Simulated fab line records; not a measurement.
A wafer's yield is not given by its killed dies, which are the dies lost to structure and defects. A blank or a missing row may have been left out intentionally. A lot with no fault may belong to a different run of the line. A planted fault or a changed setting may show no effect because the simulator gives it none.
Problem report, 8D (eight disciplines) form, completed by code | flow nandHarc | the parts of the form that need people (team, actions taken, sign-off) are left out

== 1. PROBLEM STATEMENT ==
NHARC_END_SORT_01, killedDies: mean 79 over 1 wafer from 1 lot; wafers with no fault: 30, standard deviation 9.7. That puts it +5.1 standard deviations away from the usual mean.
Earliest sighting: wafer L278.4 on prober-01 at day 23 10:31. Wafers with a number at this step in the record: 33, from 11 lots. By rule, "out" or "out of limits" means more than 4 standard deviations away from the usual mean. All remaining wafers that have a number are taken as sound.

== 2. WHAT THIS IS AND IS NOT ==
question                    | is                        | is not
which readings at this step | killedDies, killedAtArray | killedAtOther, killedAtPeriphery, killedOpen, killedShort
which lots                  | L278                      | L262, L264, L266, L268, L272, L273, L274, L283, L284, L285
which wafers of those lots  | L278.4                    | L278.3, L278.5
read on which gauges        | prober-01                 | prober-02
when                        | from day 23 10:31         | up to then (22 sound wafers); but 10 sound wafers of L278, L283, L284, L285 came after

== 3. SUSPECTS, AND WHAT RULES EACH OUT ==
Counting: a tool at a process step up to the reading stays a suspect if it ran every lot that is out. Sound lots after the first of them don't rule it out here, since some wafers of a struck lot are sound.
- the gauge at NHARC_END_SORT_01 is ruled out. All the wafers that are out were read on prober-01, but those of them that NHARC_A_CONTACT_ETCH_48 has rows for are out there too, on other tools.
- rieDiel-01 at NHARC_A_CONTACT_ETCH_48 (etches the open film in CF4, target depth 39 nm, time 65 s): kept. It processed L278, the lot that is out, at day 20 02:01, and its most recent sound lot before then was L272 at day 18 20:39. Its own oesProductAu readings are out on those wafers.
- rieDiel-01 at NHARC_A_CONTACT_ETCH_49 (etches the open film in N2/H2, target depth 260 nm, time 475.3 s): kept. It processed L278, the lot that is out, at day 20 03:46, and its most recent sound lot before then was L272 at day 18 22:07. With no start given for some of its lots, NHARC_A_CONTACT_ETCH_49 uses the hours and lot order of NHARC_A_CONTACT_ETCH_113.
- rieDiel-01 at NHARC_A_CONTACT_ETCH_50 (etches the open film in CF4/CHF3, target depth 84.7 nm, time 42.4 s): kept. It processed L278, the lot that is out, at day 20 03:46, and its most recent sound lot before then was L272 at day 18 22:07. With no start given for some of its lots, NHARC_A_CONTACT_ETCH_50 uses the hours and lot order of NHARC_A_CONTACT_ETCH_113.
- harCapEtch-01 at NHARC_A_CONTACT_ETCH_113 (etches the open film in C4F8/O2/Ar, time 94 s, target depth 922 nm): kept. It processed L278, the lot that is out, at day 20 03:46, and its most recent sound lot before then was L262 at day 16 10:25.
- At NHARC_A_CONTACT_ETCH_48, inside rieDiel-01: chamber 3 took the wafers that are out, while their sound lot-mates went through chambers 1, 2.
- At NHARC_A_CONTACT_ETCH_113 on harCapEtch-01, chamber 0 took the sound wafers of the same lots and chamber 1 took the wafers that are out.
Left after counting: rieDiel-01 at NHARC_A_CONTACT_ETCH_48, rieDiel-01 at NHARC_A_CONTACT_ETCH_49, rieDiel-01 at NHARC_A_CONTACT_ETCH_50, harCapEtch-01 at NHARC_A_CONTACT_ETCH_113.

== 4. THE CAUSE (what the simulator had put in) ==
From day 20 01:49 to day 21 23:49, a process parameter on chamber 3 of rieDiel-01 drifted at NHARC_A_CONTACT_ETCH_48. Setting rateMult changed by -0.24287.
Counting left 4 suspects, and this tool is among them.

== 5. THE EFFECT CHAIN, in route order ==
Rows list readings where the struck wafers' mean (over those with a number) sits beyond 3 standard deviations from the usual. Scope: only readings with a usual standard deviation given in the record; hours: median across lots of the time from each lot's start at the first step in this table that gives one to its start at this step; sigmas: change in usual standard deviations.
hours | step                    | reading       | usual      | on struck wafers | change | sigmas
0     | NHARC_A_CONTACT_ETCH_48 | oesProductAu  | 1.000 a.u. | 0.859            | -0.141 | -17
80    | NHARC_END_SORT_01       | killedAtArray | 25         | 71               | +46    | +5.0
80    | NHARC_END_SORT_01       | killedDies    | 30         | 79               | +49    | +5.1
The process steps in it:
- NHARC_A_CONTACT_ETCH_48: etches the open film in CF4, target depth 39 nm, time 65 s.

== 6. WHAT WOULD HAVE CAUGHT IT SOONER ==
The first out-of-limits reading at a measuring or inspecting step in this record came at day 23 10:31, 81 hours after the fault's start at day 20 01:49.
Tool's own readings at NHARC_A_CONTACT_ETCH_48, oesProductAu: out on all struck wafers the step has rows for; an alarm limit on them would have tripped on the first.
All the lots that are out (1) had begun NHARC_A_CONTACT_ETCH_48 on rieDiel-01 by day 23 10:31. Holding the tool at that point would not have protected any of them.
